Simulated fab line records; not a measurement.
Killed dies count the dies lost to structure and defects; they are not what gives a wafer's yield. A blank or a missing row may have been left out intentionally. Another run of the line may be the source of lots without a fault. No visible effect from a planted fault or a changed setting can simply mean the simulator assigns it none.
fab line records | flow n5-finfet
record lots=11 | wafers=32 | last-day=17
route steps=1938 shown BEOL_M14@1749 BEOL_M15@1779 PASSIVATION@1936
lots untouched by any fault: they come from a run of this same line in which no faults occurred
start-h: the number of hours between the record's first day and the start of the first shown wafer of the lot | wait-h: hours from the lot's prior step to this one | " same as the row above | L1.1+2: a single row standing in for several wafers | - either no value or no given start | * or withheld: withheld | < > ~ a bound
route shown NAME@n: a module of which the file shows steps, and the number in the route of the first | usual: mean/standard deviation of fault-free wafers | same: alike in all rows | chamber/n: place in a boat | sites: each site's reading | _std_site: how widely they spread, as a standard deviation | _edge_site: inner sites' mean taken away from outer sites' mean | radius-mm: how far each site lies from the wafer's centre | mask NAME#n: copy n | behind: tool/chamber where the wafer was last shaped | hold: reason for holding the lot/hours on hold/outcome of the hold | device: which transistor (n, p or np) failed to switch | end of line: tests of these same wafers at the route's end | for a step that has no rows: nothing shown but its recipe | killed: the dies lost at the first sort to structure and to defects; this is not the yield of the wafer | map: per-die view of a wafer (x killed, . not killed, _ where there is no die)
set.NAME: setting as actually run; set.NAME@STEP: the setting as run at that earlier step | model.NAME: the simulator's own value behind a step, which no gauge read
route steps across a sampled set of lots; one table per step, one row per wafer
services: the hour from which a tool's chamber was out of use, counted from the record's first day as start-h (under 0 if before that day), plus the number of hours and why
## steps
# step N5_BEOL_M14_DESCUM_33
# recipe chemistry=O2 | time-s=7.9 | source-power-w=50 | bias-power-w=20 | pressure-mtorr=20 | rf-frequency-hz=2.712e+07 | temp-c=40 | o2-flow-sccm=225
# usual drypump-motor-current-A=5.6/0.5 | oes-product-au=0.81/0.053 | rf-vpp-V=243.5/1.6 | showerhead-plenum-p-Torr=2.11/0.085 | throttle-valve-pct=20.39/0.17
lot.wafer | tool        | chamber | start-h | wait-h | drypump-motor-current-A | oes-product-au | rf-hours-counter-h | rf-vpp-V | showerhead-plenum-p-Torr | throttle-valve-pct
L862.4    | rie-diel-06 | 1       | 225.30  | 0.2    | 6.6                     | 0.78           | 125                | 242.1    | 2.01                     | 20.48
L862.5    | "           | 3       | "       | "      | 5.1                     | 0.85           | -                  | 246.9    | 2.19                     | 20.34
L862.6    | "           | 2       | "       | "      | 5.4                     | 0.87           | -                  | 245.2    | 2.22                     | 20.52
L868.1    | rie-diel-02 | 3       | 274.18  | 0.3    | 4.8                     | 0.80           | 110                | 242.4    | 2.01                     | 20.56
L868.5    | "           | 3       | "       | "      | 4.8                     | 0.79           | -                  | 243.1    | 2.01                     | 20.56
L868.6    | "           | 0       | "       | "      | 5.8                     | 0.80           | -                  | 244.9    | 2.11                     | 20.07
L867.2    | rie-diel-06 | 3       | 274.40  | 0.4    | 5.1                     | 0.83           | 83                 | 244.1    | 2.19                     | 20.35
L867.3    | "           | 0       | "       | "      | 5.3                     | 0.83           | 51                 | 243.8    | 2.24                     | 20.57
L867.5    | "           | 2       | "       | "      | 5.4                     | 0.84           | -                  | 245.3    | 2.21                     | 20.56
L869.2    | rie-diel-01 | 3       | 275.09  | 0.4    | 5.7                     | 0.79           | 78                 | 243.3    | 2.02                     | 20.45
L869.3    | "           | 0       | "       | "      | 6.1                     | 0.97           | 2                  | 245.1    | 2.23                     | 20.24
L869.5    | "           | 2       | "       | "      | 6.4                     | 0.89           | -                  | 243.0    | 2.03                     | 20.20
L872.1    | rie-diel-06 | 1       | 304.30  | 0.0    | 6.7                     | 0.76           | 150                | 241.6    | 2.00                     | 20.53
L872.2    | "           | 0       | "       | "      | 5.3                     | 0.82           | 59                 | 245.4    | 2.23                     | 20.57
L872.4    | "           | 3       | "       | "      | 5.1                     | 0.81           | 91                 | 244.4    | 2.18                     | 20.36
L873.5    | rie-diel-02 | 0       | 306.15  | 0.3    | 5.8                     | 0.79           | -                  | 241.7    | 2.10                     | 20.10
L873.6    | "           | 1       | "       | "      | 5.6                     | 0.79           | -                  | 244.2    | 2.11                     | 20.27
L877.4    | rie-diel-06 | 3       | 335.82  | 0.0    | 5.1                     | 0.80           | 102                | 244.5    | 2.18                     | 20.39
L877.5    | "           | 2       | "       | "      | 5.5                     | 0.82           | -                  | 244.0    | 2.21                     | 20.57
L877.6    | "           | 3       | "       | "      | 5.1                     | 0.80           | -                  | 246.1    | 2.18                     | 20.38
L880.1    | rie-diel-01 | 2       | 351.29  | 0.0    | 6.4                     | 0.84           | 62                 | 242.6    | 2.02                     | 20.22
L880.3    | "           | 1       | "       | "      | 5.3                     | 0.93           | 21                 | 242.4    | 2.05                     | 20.31
L880.6    | "           | 0       | "       | "      | 6.1                     | 0.88           | -                  | 246.1    | 2.22                     | 20.30
L882.1    | rie-diel-02 | 2       | 353.33  | 0.2    | 5.8                     | 0.76           | 116                | 244.1    | 2.22                     | 20.52
L882.2    | "           | 0       | "       | "      | 5.8                     | 0.76           | 117                | 241.6    | 2.09                     | 20.13
L882.6    | "           | 1       | "       | "      | 5.6                     | 0.77           | -                  | 244.2    | 2.10                     | 20.33
L884.1    | rie-diel-02 | 0       | 388.14  | 0.0    | 5.8                     | 0.75           | 129                | 244.0    | 2.09                     | 20.14
L884.2    | "           | 3       | "       | "      | 4.7                     | 0.75           | 154                | 243.1    | 2.00                     | 20.62
L884.6    | "           | 2       | "       | "      | 5.7                     | 0.75           | -                  | 245.1    | 2.21                     | 20.54
L885.1    | rie-diel-01 | 1       | 388.28  | 0.1    | 5.3                     | 0.92           | 31                 | 243.9    | 2.05                     | 20.32
L885.3    | "           | 0       | "       | "      | 6.1                     | 0.86           | 40                 | 244.9    | 2.22                     | 20.31
L885.5    | "           | 3       | "       | "      | 5.7                     | 0.76           | -                  | 241.8    | 2.01                     | 20.51
# step N5_BEOL_M15_EXPOSE_07
# recipe mask-id=V14 | na=0.8 | source-shape=annular | sigma-inner=0.5 | sigma-outer=0.8 | polarization=unpolarized | attpsm-phase-deg=180 | dose-mj=41.25
lot.wafer  | tool           | chamber | start-h | wait-h | mask
L862.4+5+6 | krf-scanner-01 | 0       | 228.01  | -      | V14#0
L867.2+3+5 | krf-scanner-02 | 0       | 278.30  | -      | V14#0
L869.2+3+5 | krf-scanner-02 | 0       | 278.57  | -      | V14#0
L868.1+5+6 | krf-scanner-02 | 0       | 278.68  | -      | V14#0
L872.1+2+4 | krf-scanner-02 | 0       | 307.30  | -      | V14#0
L873.5+6   | krf-scanner-01 | 0       | 309.95  | -      | V14#0
L877.4+5+6 | krf-scanner-01 | 0       | 339.19  | -      | V14#0
L880.1+3+6 | krf-scanner-01 | 0       | 356.05  | -      | V14#0
L882.1+2+6 | krf-scanner-02 | 0       | 359.32  | -      | V14#0
L884.1+2+6 | krf-scanner-02 | 0       | 392.27  | -      | V14#0
L885.1+3+5 | krf-scanner-02 | 0       | 392.76  | -      | V14#0
# step N5_BEOL_M15_CD_MEAS_10
# recipe target-cd-nm=360 | landing-energy-ev=500 | detector=se-inlens | polarity=opening
# usual cd-nm=359.5/1.5
# same landing-energy-ev=500
lot.wafer | tool      | chamber | start-h | wait-h | cd-nm
L862.4    | cd-sem-01 | 0       | 228.17  | -      | 357.2
L862.5    | "         | 0       | "       | "      | 362.3
L862.6    | "         | 0       | "       | "      | 357.5
L867.2    | cd-sem-03 | 0       | 278.47  | -      | 360.1
L867.3    | "         | 0       | "       | "      | 358.7
L867.5    | "         | 0       | "       | "      | 362.1
L869.2    | cd-sem-01 | 0       | 278.74  | -      | 359.6
L869.3    | "         | 0       | "       | "      | 359.6
L869.5    | "         | 0       | "       | "      | 361.6
L868.1    | cd-sem-02 | 0       | 278.85  | -      | 358.7
L868.5    | "         | 0       | "       | "      | 361.6
L868.6    | "         | 0       | "       | "      | 361.1
L872.1    | cd-sem-03 | 0       | 307.48  | -      | 358.8
L872.2    | "         | 0       | "       | "      | 358.0
L872.4    | "         | 0       | "       | "      | 359.5
L873.5    | cd-sem-01 | 0       | 310.11  | -      | 360.9
L873.6    | "         | 0       | "       | "      | 358.0
L877.4    | cd-sem-03 | 0       | 339.35  | -      | 362.0
L877.5    | "         | 0       | "       | "      | 375.7
L877.6    | "         | 0       | "       | "      | 360.8
L880.1    | cd-sem-03 | 0       | 356.23  | -      | 380.5
L880.3    | "         | 0       | "       | "      | 378.1
L880.6    | "         | 0       | "       | "      | 359.5
L882.1    | cd-sem-03 | 0       | 359.49  | -      | 360.3
L882.2    | "         | 0       | "       | "      | 360.4
L882.6    | "         | 0       | "       | "      | 358.1
L884.1    | cd-sem-03 | 0       | 392.44  | -      | 360.2
L884.2    | "         | 0       | "       | "      | 356.9
L884.6    | "         | 0       | "       | "      | 358.1
L885.1    | cd-sem-03 | 0       | 392.93  | -      | 360.1
L885.3    | "         | 0       | "       | "      | 361.5
L885.5    | "         | 0       | "       | "      | 359.0
# step N5_BEOL_M15_INSPECT_12
# recipe mode=adi | inspect-instrument=macro
# usual raw-defect-count=2.0/1.5
lot.wafer | tool              | chamber | start-h | wait-h | raw-defect-count
L862.4    | defect-inspect-01 | -       | 228.23  | 0.0    | 4
L862.5    | "                 | -       | "       | "      | 7
L862.6    | "                 | -       | "       | "      | 0
L867.2    | defect-inspect-01 | -       | 278.52  | 0.0    | 2
L867.3    | "                 | -       | "       | "      | 0
L867.5    | "                 | -       | "       | "      | 4
L869.2    | defect-inspect-02 | -       | 278.79  | 0.0    | 1
L869.3    | "                 | -       | "       | "      | 0
L869.5    | "                 | -       | "       | "      | 0
L868.1    | defect-inspect-02 | -       | 278.90  | 0.0    | 2
L868.5    | "                 | -       | "       | "      | 1
L868.6    | "                 | -       | "       | "      | 2
L872.1    | defect-inspect-02 | -       | 307.53  | 0.0    | 4
L872.2    | "                 | -       | "       | "      | 1
L872.4    | "                 | -       | "       | "      | 1
L873.5    | defect-inspect-02 | -       | 310.16  | 0.0    | 1
L873.6    | "                 | -       | "       | "      | 1
L877.4    | defect-inspect-01 | -       | 339.40  | 0.0    | 5
L877.5    | "                 | -       | "       | "      | 1
L877.6    | "                 | -       | "       | "      | 1
L880.1    | defect-inspect-01 | -       | 356.28  | 0.0    | 2
L880.3    | "                 | -       | "       | "      | 2
L880.6    | "                 | -       | "       | "      | 1
L882.1    | defect-inspect-02 | -       | 359.55  | 0.0    | 0
L882.2    | "                 | -       | "       | "      | 2
L882.6    | "                 | -       | "       | "      | 3
L884.1    | defect-inspect-01 | -       | 392.50  | 0.0    | 0
L884.2    | "                 | -       | "       | "      | 2
L884.6    | "                 | -       | "       | "      | 0
L885.1    | defect-inspect-01 | -       | 392.99  | 0.0    | 3
L885.3    | "                 | -       | "       | "      | 0
L885.5    | "                 | -       | "       | "      | 1
# step N5_BEOL_M15_DESCUM_15
# recipe chemistry=O2 | time-s=7.9 | source-power-w=50 | bias-power-w=20 | pressure-mtorr=20 | rf-frequency-hz=2.712e+07 | temp-c=40 | o2-flow-sccm=225
# usual drypump-motor-current-A=5.6/0.5 | oes-product-au=0.82/0.11 | rf-vpp-V=242.8/1.5 | showerhead-plenum-p-Torr=2.07/0.081 | throttle-valve-pct=20.3/0.31
lot.wafer | tool        | chamber | start-h | wait-h | drypump-motor-current-A | oes-product-au | rf-hours-counter-h | rf-vpp-V | showerhead-plenum-p-Torr | throttle-valve-pct
L862.4    | rie-diel-05 | 2       | 228.27  | 0.0    | 5.7                     | 0.66           | -                  | 242.9    | 2.14                     | 20.1
L862.5    | "           | 0       | "       | "      | 5.5                     | 0.87           | -                  | 244.3    | 2.12                     | 19.9
L862.6    | "           | 3       | "       | "      | 5.0                     | 0.96           | -                  | 241.9    | 2.03                     | 19.6
L867.2    | rie-diel-04 | 3       | 278.56  | 0.0    | 6.1                     | 0.74           | 156                | 242.0    | 2.01                     | 20.5
L867.3    | "           | 1       | "       | "      | 5.0                     | 0.68           | 195                | 241.2    | 1.99                     | 20.5
L867.5    | "           | 0       | "       | "      | 5.1                     | 0.68           | -                  | 241.7    | 1.97                     | 20.3
L869.2    | rie-diel-05 | 0       | 278.82  | 0.0    | 5.5                     | 0.84           | 79                 | 243.8    | 2.11                     | 19.9
L869.3    | "           | 2       | "       | "      | 5.7                     | 0.98           | 4                  | 242.9    | 2.14                     | 19.8
L869.5    | "           | 3       | "       | "      | 5.0                     | 0.91           | -                  | 241.8    | 2.03                     | 19.6
L868.1    | rie-diel-04 | 1       | 278.97  | 0.1    | 5.0                     | 0.68           | 195                | 241.2    | 2.00                     | 20.5
L868.5    | "           | 3       | "       | "      | 6.1                     | 0.74           | -                  | 240.4    | 2.01                     | 20.5
L868.6    | "           | 0       | "       | "      | 5.1                     | 0.68           | -                  | 241.0    | 1.97                     | 20.3
L872.1    | rie-diel-04 | 3       | 307.62  | 0.1    | 6.1                     | 0.73           | 168                | 240.6    | 2.01                     | 20.5
L872.2    | "           | 0       | "       | "      | 5.1                     | 0.68           | 250                | 240.7    | 1.97                     | 20.3
L872.4    | "           | 0       | "       | "      | 5.1                     | 0.67           | -                  | 240.4    | 1.97                     | 20.3
L873.5    | rie-diel-04 | 3       | 310.21  | 0.0    | 6.1                     | 0.73           | -                  | 242.5    | 2.01                     | 20.5
L873.6    | "           | 2       | "       | "      | 6.3                     | 1.02           | -                  | 243.1    | 2.06                     | 20.5
L877.4    | rie-diel-03 | 2       | 339.47  | 0.1    | 6.6                     | 0.73           | 200                | 244.1    | 2.17                     | 20.5
L877.5    | "           | 2       | "       | "      | 6.6                     | 0.72           | -                  | 243.9    | 2.17                     | 20.5
L877.6    | "           | 3       | "       | "      | 5.4                     | 0.88           | -                  | 242.8    | 2.05                     | 20.5
L880.1    | rie-diel-03 | 0       | 356.32  | 0.0    | 5.6                     | 0.89           | 38                 | 241.6    | 2.05                     | 20.4
L880.3    | "           | 2       | "       | "      | 6.6                     | 0.72           | 205                | 243.4    | 2.17                     | 20.5
L880.6    | "           | 0       | "       | "      | 5.6                     | 0.88           | -                  | 242.3    | 2.05                     | 20.4
L882.1    | rie-diel-04 | 0       | 359.58  | 0.0    | 5.1                     | 0.98           | 6                  | 244.0    | 2.23                     | 19.9
L882.2    | "           | 2       | "       | "      | 6.3                     | 0.93           | 17                 | 242.7    | 2.06                     | 20.5
L882.6    | "           | 2       | "       | "      | 6.3                     | 0.93           | -                  | 243.2    | 2.06                     | 20.5
L884.1    | rie-diel-05 | 1       | 392.53  | 0.0    | 5.8                     | 0.88           | 43                 | 244.7    | 2.22                     | 20.1
L884.2    | "           | 0       | "       | "      | 5.5                     | 0.81           | 112                | 242.2    | 2.10                     | 20.0
L884.6    | "           | 0       | "       | "      | 5.5                     | 0.80           | -                  | 243.9    | 2.10                     | 19.9
L885.1    | rie-diel-04 | 2       | 393.03  | 0.0    | 6.3                     | 0.91           | 30                 | 242.1    | 2.05                     | 20.5
L885.3    | "           | 0       | "       | "      | 5.1                     | 0.94           | 20                 | 245.4    | 2.22                     | 20.0
L885.5    | "           | 1       | "       | "      | 5.0                     | 0.67           | -                  | 240.2    | 1.98                     | 20.6
# step N5_PASSIVATION_PROBE_49
# usual defect-limited-yield=91.5/1.6 | killed_at_M0_to_M3=33/10 | killed_at_M4_up=13/5.6 | killed-at-contacts=13/6 | killed-at-front-end=39/12 | killed-at-other=3.0/2.8 | killed-dies=101/19 | killed-open=65/13 | killed-short=32/8.3 | sort_bin_4_leakage=0.00/0.0072 | sort_bin_5_function=5.0/1 | sort_bin_6_memory=3.1/0.69 | sort-n-pass=1079/19 | sort-yield-pct=91.5/1.6
# same gross-dies=1180 | killed-at-back-side=0 | sort_bin_8_speed[%]=0
lot.wafer | tool      | chamber | start-h | wait-h | defect-limited-yield[%] | killed_at_M0_to_M3 | killed_at_M4_up | killed-at-contacts | killed-at-front-end | killed-at-other | killed-dies | killed-open | killed-short | sort_bin_4_leakage[%] | sort_bin_5_function[%] | sort_bin_6_memory[%] | sort-n-pass | sort-yield-pct[%]
L868.1    | prober-01 | -       | 311.45  | 0.0    | 91.5                    | 22                 | 11              | 9                  | 55                  | 3               | 100         | 55          | 42           | 0                     | 4.8                    | 3.1                  | 1080        | 91.5
L868.5    | prober-01 | -       | 311.65  | 0.2    | 90.7                    | 30                 | 6               | 14                 | 45                  | 15              | 110         | 75          | 32           | 0                     | 5.8                    | 3.1                  | 1070        | 90.7
L868.6    | prober-01 | -       | 311.70  | 0.3    | 92.4                    | 16                 | 4               | 14                 | 55                  | 1               | 90          | 55          | 32           | 0                     | 4.2                    | 2.9                  | 1090        | 92.4
L877.4    | prober-02 | -       | 360.16  | 0.2    | 92.7                    | 26                 | 12              | 16                 | 25                  | 7               | 86          | 56          | 29           | 0                     | 3.9                    | 3.1                  | 1094        | 92.7
L877.5    | prober-02 | -       | 360.21  | 0.2    | 91.1                    | 35                 | 7               | 10                 | 49                  | 4               | 105         | 61          | 43           | 0                     | 4.7                    | 3.8                  | 1075        | 91.1
L877.6    | prober-02 | -       | 360.26  | 0.3    | 91.2                    | 43                 | 9               | 9                  | 37                  | 6               | 104         | 71          | 32           | 0                     | 5.3                    | 3.1                  | 1076        | 91.2
L884.1    | prober-02 | -       | 414.82  | 0.0    | 92.3                    | 26                 | 11              | 8                  | 39                  | 7               | 91          | 54          | 34           | 0                     | 4.7                    | 2.5                  | 1089        | 92.3
L884.2    | prober-02 | -       | 414.87  | 0.1    | 91.1                    | 33                 | 15              | 6                  | 44                  | 7               | 105         | 69          | 33           | 0                     | 6.2                    | 2.2                  | 1075        | 91.1
# killed by level:class
L868.1 FIN_SAQP:geometric-particle:open=11 GATE_CUT:geometric-particle:short=9 FIN_SAQP:geometric-particle:short=8 STI_FIN_REVEAL:geometric-particle:open=7 GATE_CUT:geometric-particle:open=6 MOL_CONTACT_COAG:geometric-particle:open=6 BEOL_M0_SAQP:geometric-particle:short=4 BEOL_M0_SAQP:geometric-particle:open=4
L868.5 FIN_SAQP:geometric-particle:open=14 MOL_CONTACT_COAG:geometric-particle:open=12 FIN_SAQP:geometric-particle:short=10 PASS1_CAP:geometric-particle:open=10 BEOL_M3:geometric-particle:open=8 BEOL_M1:geometric-particle:open=6 BEOL_M2:geometric-particle:open=6 GATE_CUT:geometric-particle:short=5
L868.6 GATE_CUT:geometric-particle:short=14 FIN_SAQP:geometric-particle:open=12 MOL_CONTACT_COAG:geometric-particle:open=11 STI_FIN_REVEAL:geometric-particle:open=8 BEOL_M1:geometric-particle:open=5 FIN_SAQP:geometric-particle:short=4 DUMMY_GATE:geometric-particle:open=4 STI_FIN_REVEAL:geometric-particle:short=3
L877.4 MOL_CONTACT_COAG:geometric-particle:open=14 BEOL_M0_SAQP:geometric-particle:open=7 BEOL_M0_SAQP:geometric-particle:short=6 BEOL_M1:geometric-particle:open=5 DUMMY_GATE:geometric-particle:open=4 BEOL_M3:geometric-particle:open=4 FIN_SAQP:geometric-particle:short=3 GATE_CUT:geometric-particle:short=3
L877.5 DUMMY_GATE:geometric-particle:open=12 BEOL_M0_SAQP:geometric-particle:short=10 BEOL_M2:geometric-particle:open=7 DUMMY_GATE:geometric-particle:short=6 MOL_CONTACT_COAG:geometric-particle:open=6 ILD0:geometric-particle:short=5 BEOL_M0_SAQP:geometric-particle:open=5 BEOL_M3:geometric-particle:open=5
L877.6 BEOL_M0_SAQP:geometric-particle:open=11 BEOL_M3:geometric-particle:open=11 BEOL_M0_SAQP:geometric-particle:short=9 MOL_CONTACT_COAG:geometric-particle:open=7 BEOL_M2:geometric-particle:open=6 STI_FIN_REVEAL:geometric-particle:open=5 DUMMY_GATE:geometric-particle:open=5 GATE_CUT:geometric-particle:short=5
L884.1 STI_FIN_REVEAL:geometric-particle:open=11 FIN_SAQP:geometric-particle:short=6 BEOL_M3:geometric-particle:open=6 STI_FIN_REVEAL:geometric-particle:short=5 MOL_CONTACT_COAG:geometric-particle:open=5 BEOL_M0_SAQP:geometric-particle:short=5 BEOL_M1:geometric-particle:open=5 FIN_SAQP:geometric-particle:open=4
L884.2 FIN_SAQP:geometric-particle:short=10 DUMMY_GATE:geometric-particle:open=10 STI_FIN_REVEAL:geometric-particle:open=9 BEOL_M0:geometric-particle:open=5 BEOL_M2:geometric-particle:open=5 BEOL_M4:geometric-particle:open=5 MOL_CONTACT_COAG:geometric-particle:open=4 BEOL_M0_SAQP:geometric-particle:short=4
## services
tool           | chamber | start-h | hours | kind
krf-scanner-01 | -       | 205.84  | 0.8   | pm
krf-scanner-02 | -       | 215.62  | 4.1   | repair
rie-diel-06    | 3       | 219.51  | 1.4   | repair
krf-scanner-02 | -       | 238.69  | 3.1   | repair
rie-diel-02    | 1       | 259.35  | 18.6  | repair
krf-scanner-01 | -       | 265.57  | 1.3   | pm
krf-scanner-02 | -       | 268.86  | 4.0   | pm
krf-scanner-02 | -       | 272.88  | 1.3   | pm
krf-scanner-01 | -       | 284.16  | 4.0   | pm
krf-scanner-02 | -       | 299.12  | 0.5   | repair
krf-scanner-01 | -       | 299.81  | 1.0   | pm
krf-scanner-02 | -       | 300.81  | 1.0   | pm
krf-scanner-01 | -       | 317.18  | 1.1   | repair
rie-diel-02    | 3       | 329.31  | 13.5  | repair
krf-scanner-01 | -       | 333.29  | 1.8   | repair
krf-scanner-02 | -       | 337.29  | 0.8   | pm
krf-scanner-01 | -       | 345.92  | 0.5   | repair
rie-diel-06    | -       | 358.14  | 0.3   | repair
rie-diel-04    | 1       | 359.38  | 18.2  | repair
krf-scanner-01 | -       | 364.40  | 4.4   | pm
rie-diel-05    | 3       | 367.83  | 2.5   | repair
rie-diel-02    | 1       | 382.68  | 3.1   | repair
rie-diel-04    | 2       | 385.79  | 2.7   | repair
krf-scanner-02 | -       | 386.38  | 4.8   | repair
## key
first-sign step=N5_BEOL_M15_CD_MEAS_10 | reading=cd-nm | direction=up | sigmas=13 | usual=359.5 | struck=378.1
effect none on later readings
met-at N5_BEOL_M15_EXPOSE_07
struck-lots L877,L880
struck-wafers L877.5,L880.1,L880.3
baseline-loss step=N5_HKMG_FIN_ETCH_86 | wafers=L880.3
not-acting-at N5_BEOL_M14_DESCUM_33,N5_BEOL_M15_INSPECT_12,N5_BEOL_M15_DESCUM_15
onset-between 309.95 339.19
fault kind=process-parameter-drift | tool=krf-scanner-01 | chamber=- | onset-h=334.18 | steps=N5_BEOL_M15_EXPOSE_07 | channel=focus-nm | offset=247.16 | shape=step | end-h=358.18 | scope=struck-wafers-only
# baseline-loss: these wafers lose ten dies or more at that step, a loss of the line's own and not of a fault; the sort's usual values leave them out
